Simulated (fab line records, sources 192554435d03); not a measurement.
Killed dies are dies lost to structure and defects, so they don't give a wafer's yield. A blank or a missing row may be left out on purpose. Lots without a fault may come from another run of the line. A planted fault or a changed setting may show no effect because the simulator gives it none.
Which tool did it? | flow n5_finfet | 9 lots, 26 wafers sampled, at 1 step of a route of 1938

WHAT THE GAUGES READ, wafer by wafer
N5_BEOL_M3_OVL_MEAS_12.
lot  | measured     | on         | M3_OVL (nm)
L246 | day 7 06:35  | overlay-01 | 0.2 0.8 -1.4
L250 | day 8 00:27  | overlay-02 | -0.3 -0.8 0.1
L252 | day 8 11:56  | overlay-01 | -0.7 -1.8 -0.5
L255 | day 9 04:24  | overlay-01 | -1.3 0.1 -0.3
L257 | day 9 22:58  | overlay-01 | -0.6 -2.2 -0.1
L258 | day 10 02:32 | overlay-01 | -0.3 -0.9 -0.2
L259 | day 10 06:41 | overlay-02 | -0.3 0.0 -0.6
L260 | day 10 21:22 | overlay-01 | 0.3 -0.7 -0.8
L262 | day 11 14:12 | overlay-02 | -1.2 -0.2

WHICH TOOL RAN EACH LOT (tool, then ch and the chambers of the sampled wafers, then the start)
The record holds no process step before these readings.

THE ANSWER, worked out from the rows above alone
Rule: what is usual is taken from the lots themselves. Put in order of their means at a reading, lots are off if they are a third of the lots or fewer, leave a main group of 4 or more, and stand apart from it by a gap of 3 or more times the standard deviation of the main group's means; of several such gaps the widest counts. A main group whose means are all the same, to the digits that the tables above print for the reading, isn't used. A lot without any number at a reading at which 4 lots or more have one is off too. The other lots that the step has rows for count as sound.
No lot is off at any reading shown: from this, nothing can be told.

WHAT THE SIMULATOR HAD PUT IN
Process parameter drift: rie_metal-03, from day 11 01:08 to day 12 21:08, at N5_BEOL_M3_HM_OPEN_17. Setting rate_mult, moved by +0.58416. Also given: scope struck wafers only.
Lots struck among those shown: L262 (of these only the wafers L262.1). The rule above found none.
